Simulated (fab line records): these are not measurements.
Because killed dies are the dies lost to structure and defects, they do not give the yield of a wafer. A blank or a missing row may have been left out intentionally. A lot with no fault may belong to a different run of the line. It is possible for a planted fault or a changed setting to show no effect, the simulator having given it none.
Chamber matching    flow nandHarc    NHARC_P_GATE_DESCUM_31 on rieDiel-13 has 4 sister chambers
The step chemistry O2, time 3 s. 4 wafers are shown with their chamber, then 7 later ones without.

== WAFERS, EACH WITH ITS CHAMBER ==
wafer   chamber  showerheadPlenumPTorr (Torr)
L221.1  2        1.91
L221.5  1        2.01
L220.2  3        1.94
L220.5  0        1.78

== WAFERS MISSING THEIR CHAMBER ==
wafer   showerheadPlenumPTorr (Torr)
L220.6  1.94
L227.1  1.90
L227.3  1.90
L227.4  2.01
L229.1  1.90
L229.3  1.90
L229.6  1.90

== CHAMBER TAKEN BY EACH ==
wafer   from the rows above  in truth
L220.6  3                    3
L227.1  2                    2
L227.3  2                    2
L227.4  1                    1
L229.1  2                    2
L229.3  2                    2
L229.6  2                    2
Placed correctly: 7 of 7. Can't be placed from these rows: 0. 0 placed wrongly.
How it was worked out, from the rows above alone: a wafer's distance from a chamber is the root of the sum, over the readings, of the square of ((its reading less the chamber's mean) divided by the reading's scatter). The wafer belongs to the nearest chamber; if the next one is less than 2 further off, it can't be placed. A chamber's mean is the mean of its shown wafers. The scatter: root of mean squared gap, hidden wafer to nearest shown wafer, with one shown wafer a chamber.
